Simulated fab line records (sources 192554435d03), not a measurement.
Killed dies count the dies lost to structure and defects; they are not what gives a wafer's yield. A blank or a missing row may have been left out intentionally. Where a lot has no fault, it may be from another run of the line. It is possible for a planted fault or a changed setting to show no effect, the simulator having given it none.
8D (eight disciplines) problem report, filled in by code || flow n5-finfet || the parts of the form that need people (team, actions taken, sign-off) are left out

== 1. THE PROBLEM ==
Mean of rf-fwd-power-W at N5_BEOL_M8_PRE_CLEAN_55: 320.6 W across 6 wafers in 2 lots; on wafers with no fault it is 294.5 W (standard deviation 1.7). Measured from the usual mean, that is +15 standard deviations.
The step: time 15 s.
Earliest sighting: wafer L836.1 on pecvd-03 at day 12 15:44. The record holds 36 wafers of 12 lots with a number at this step. Rule for "out", or "out of limits": more than 4 standard deviations from the usual mean. The rest of the wafers with a number are treated as sound.

== 2. WHAT IT IS; WHAT IT IS NOT ==
{"question": "which readings at this step", "is": "rf-fwd-power-W", "is not": "-"}
{"question": "which lots", "is": "L836, L837", "is not": "L824, L826, L828, L829, L839, L840, L841, L842, L844, L845"}
{"question": "which wafers of those lots", "is": "all that have a number", "is not": "-"}
{"question": "read on which tools", "is": "pecvd-03", "is not": "pecvd-01, pecvd-04"}
{"question": "when", "is": "from day 12 15:44", "is not": "up to then (12 sound wafers); but 18 sound wafers of L839, L840, L841, L842, L844, L845 came after"}

== 3. WHAT RULES OUT EACH SUSPECT ==
Counting: a tool at any process step up to the reading remains a suspect when it ran all the lots that are out and ran no sound lot after the first of those.
- pecvd-03 at N5_BEOL_M8_PRE_CLEAN_55 (time 15 s): kept. Every lot that is out went through it, starting with L836 (day 12 15:44), and after that it ran no sound lot; the last sound lot it ran before then is L828 (day 10 22:38). Its own readings are out on those wafers: rf-fwd-power-W.
The count leaves pecvd-03 at N5_BEOL_M8_PRE_CLEAN_55.

== 4. THE CAUSE (what the simulator had put in) ==
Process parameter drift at N5_BEOL_M8_PRE_CLEAN_55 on pecvd-03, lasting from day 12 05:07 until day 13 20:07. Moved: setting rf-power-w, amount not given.
This tool alone remained once counting was done.

== 5. THE CHAIN OF EFFECTS, in route order ==
Each row: a reading whose mean over the struck wafers that have a number lies more than 3 standard deviations from the usual. Scope: only readings with a usual standard deviation given in the record; hours: median across lots of the time from each lot's start at the first step in this table that gives one to its start at this step; sigmas: change in usual standard deviations.
{"hours": 0, "step": "N5_BEOL_M8_PRE_CLEAN_55", "reading": "rf-fwd-power-W", "usual": "294.5 W", "on struck wafers": 320.6, "change": "+26.1", "sigmas": "+15"}
It contains these process steps:
- N5_BEOL_M8_PRE_CLEAN_55: time 15 s.

== 6. HOW IT WOULD HAVE BEEN CAUGHT EARLIER ==
First out-of-limits reading in this record: day 12 15:44, which is 11 hours after fault onset at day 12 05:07.
